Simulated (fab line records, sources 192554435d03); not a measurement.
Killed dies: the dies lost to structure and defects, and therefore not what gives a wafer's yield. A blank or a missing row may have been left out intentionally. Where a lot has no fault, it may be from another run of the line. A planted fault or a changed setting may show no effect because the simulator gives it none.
Matching of chambers	flow n5 finfet	N5_BEOL_M13_DEP_53 on pecvd-03: 3 sister chambers
The step deposits SiCN from 3MS/NH3, target thk 50 nm, time 17.8 s. 6 wafers are shown with their chamber, then 12 later ones without.

== EACH WAFER AND ITS CHAMBER ==
wafer	chamber	throttle valve pct (%)	showerhead plenum p Torr (Torr)
L074.3	1	19.5	4.180
L077.6	1	19.3	4.188
L093.3	2	16.5	4.143
L094.1	2	15.9	4.145
L094.2	0	18.2	4.127
L094.3	0	18.0	4.138

== WAFERS WITH NO CHAMBER GIVEN ==
wafer	throttle valve pct (%)	showerhead plenum p Torr (Torr)
L094.4	16.2	4.156
L094.5	16.4	4.147
L094.6	18.2	4.129
L095.2	18.0	4.135
L095.3	18.3	4.135
L095.4	16.0	4.152
L096.2	16.3	4.144
L096.3	16.0	4.148
L096.6	18.0	4.134
L097.2	16.3	4.139
L097.4	16.1	4.139
L097.6	18.2	4.126

== CHAMBER TAKEN BY EACH ==
wafer	from the rows above	in truth
L094.4	2	2
L094.5	2	2
L094.6	0	0
L095.2	0	0
L095.3	0	0
L095.4	2	2
L096.2	2	2
L096.3	2	2
L096.6	0	0
L097.2	2	2
L097.4	2	2
L097.6	0	0
Correct placement for 12 of the 12. Can't be placed from these rows: 0. Placed wrongly: 0.
How it was worked out, from the rows above alone: a wafer's distance from a chamber is the root of the sum, over the readings, of the square of ((its reading less the chamber's mean) divided by the reading's scatter). If the next closest chamber is less than 2 further off than the closest, the wafer can't be placed; otherwise it belongs to the closest. For every chamber, the mean is computed from those of its wafers that are shown. The scatter: take each reading less its chamber's mean, square it, sum over the shown wafers, divide by the number of wafers less the number of chambers, and take the root.
